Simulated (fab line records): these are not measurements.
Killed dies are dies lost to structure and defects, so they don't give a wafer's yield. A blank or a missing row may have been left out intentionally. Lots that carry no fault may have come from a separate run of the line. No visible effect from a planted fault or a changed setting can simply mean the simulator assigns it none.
Lot-split experiment + flow n5Finfet + 21 wafers read across 7 lots, on a route 1938 steps long

THE SPLIT ITSELF
At N5_BEOL_M3_COAT_05 (resist thk 30 nm), the setting spinRpm was moved away from the recipe's 1500 rpm on 8 of the 21 wafers read, by -10.6% to +8.0%. The other wafers ran this setting at the recipe's value.

FROM THE SPLIT TO THE READING: what the file shows between them, 3 steps
- N5_BEOL_M3_EBR_07
- N5_BEOL_M3_SOFTBAKE_06: time 60 s
- N5_BEOL_M3_DESCUM_16: chemistry O2, time 7 s

THE READING
CAR-EUV_of_BEOL_M3_COAT_05.thkNm (the simulator's own value, which no gauge read), in nm, at N5_BEOL_M3_ETCH_74 (etches underlayer in N2/H2, target depth 6.5 nm, time 5.2 s). The file does not state a usual value for it. Across the 13 wafers here that went through the recipe, the average is 20.4 nm and the standard deviation 0.095 nm.

| wafer  | tool, chamber at the split | spinRpm as run, rpm | against the recipe | CAR-EUV_of_BEOL_M3_COAT_05.thkNm, nm | against lot-mates on the recipe |
|--------|----------------------------|---------------------|--------------------|--------------------------------------|---------------------------------|
| L083.3 | lithoTrack-04, 0           | 1500                | recipe             | 20.4                                 | -                               |
| L083.4 | lithoTrack-04, 0           | 1500                | recipe             | 20.4                                 | -                               |
| L083.5 | lithoTrack-04, 0           | 1500                | recipe             | 20.4                                 | -                               |
| L086.1 | lithoTrack-04, 0           | 1500                | recipe             | 20.4                                 | -                               |
| L086.2 | lithoTrack-04, 0           | 1500                | recipe             | 20.4                                 | -                               |
| L086.5 | lithoTrack-04, 0           | 1500                | recipe             | 20.4                                 | -                               |
| L087.1 | lithoTrack-05, 0           | 1453                | -3.1%              | 20.8                                 | +0.4                            |
| L087.2 | lithoTrack-05, 0           | 1453                | -3.1%              | 20.8                                 | +0.4                            |
| L087.6 | lithoTrack-05, 0           | 1500                | recipe             | 20.4                                 | -                               |
| L089.3 | lithoTrack-01, 0           | 1341                | -10.6%             | 22                                   | +1.6                            |
| L089.5 | lithoTrack-01, 0           | 1341                | -10.6%             | 22                                   | +1.6                            |
| L089.6 | lithoTrack-01, 0           | 1500                | recipe             | 20.4                                 | -                               |
| L090.2 | lithoTrack-04, 0           | 1620                | +8.0%              | 19.2                                 | -1.1                            |
| L090.3 | lithoTrack-04, 0           | 1500                | recipe             | 20.4                                 | -                               |
| L090.6 | lithoTrack-04, 0           | 1500                | recipe             | 20.2                                 | -                               |
| L092.1 | lithoTrack-01, 0           | 1392                | -7.2%              | 21.8                                 | +1.2                            |
| L092.2 | lithoTrack-01, 0           | 1500                | recipe             | 20.6                                 | -                               |
| L092.5 | lithoTrack-01, 0           | 1500                | recipe             | 20.6                                 | -                               |
| L096.1 | lithoTrack-05, 0           | 1585                | +5.7%              | 19.6                                 | -0.8                            |
| L096.3 | lithoTrack-05, 0           | 1500                | recipe             | 20.4                                 | -                               |
| L096.5 | lithoTrack-05, 0           | 1585                | +5.7%              | 19.4                                 | -1.0                            |

THE FIT
A straight line over all 21 wafers: CAR-EUV_of_BEOL_M3_COAT_05.thkNm changes by -0.156 nm for each +1% of spinRpm; r = -0.99; the points scatter about the line by 0.11 nm.
The same after taking each lot's own level away (the mean of its wafers on the recipe; 21 wafers): -0.151 nm for each +1%; r = -1.00; scatter 0.064 nm.
Per that fit: largest spinRpm move, reading shift of 1.6 nm.
The span of the lots' own levels, 20.30 to 20.60 nm, comes to 3.2 times the standard deviation stated above.
Hence the lot-to-lot level has little effect on the slope; both slopes agree.
Check: with one of the wafers moved furthest among these (-10.6%) left out of the fit, the line predicts +1.6 nm for it against its lot-mates. Against them it came out at +1.6 nm.

OTHER SPLITS APPLIED TO THESE WAFERS
Other splits were also applied to these wafers ahead of the reading. Each is held against what the fit with the lots' levels taken away leaves over:
| other split on the same wafers | wafers away from the commonest value | r with CAR-EUV_of_BEOL_M3_COAT_05.thkNm (lot level and that fit taken away) |
|--------------------------------|--------------------------------------|-----------------------------------------------------------------------------|
| N5_BEOL_M1_COAT_61 spinRpm     | 5                                    | +0.00                                                                       |
| N5_BEOL_M1_CMP_52 downForcePsi | 9                                    | +0.11                                                                       |
| N5_BEOL_M2_ETCH_69 biasW       | 4                                    | -0.10                                                                       |
| N5_BEOL_M2_ETCH_70 sourceW     | 6                                    | -0.37                                                                       |
| N5_BEOL_M3_ILD_DEP_00 timeS    | 7                                    | +0.15                                                                       |

THE WHOLE CHAIN: every reading that the file lists as answering this split, in the file's order
| step                 | what it does                                                | reading                                                                           | change (the file's fit)               | r (the file's) |
|----------------------|-------------------------------------------------------------|-----------------------------------------------------------------------------------|---------------------------------------|----------------|
| N5_BEOL_M3_COAT_05   | resist thk 30 nm                                            | CAR-EUV_of_BEOL_M3_COAT_05.thkNm (the simulator's own value, which no gauge read) | -0.16 nm for each +1% of the setting  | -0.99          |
| N5_BEOL_M3_DESCUM_16 | chemistry O2, time 7 s                                      | CAR-EUV_of_BEOL_M3_COAT_05.thkNm (the simulator's own value, which no gauge read) | -0.141 nm for each +1% of the setting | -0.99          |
| N5_BEOL_M3_ETCH_74   | etches underlayer in N2/H2, target depth 6.5 nm, time 5.2 s | CAR-EUV_of_BEOL_M3_COAT_05.thkNm (the simulator's own value, which no gauge read) | -0.151 nm for each +1% of the setting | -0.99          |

THE FILE'S OWN FIT
CAR-EUV_of_BEOL_M3_COAT_05.thkNm changes by -0.151 nm for each +1% of spinRpm, r = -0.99.
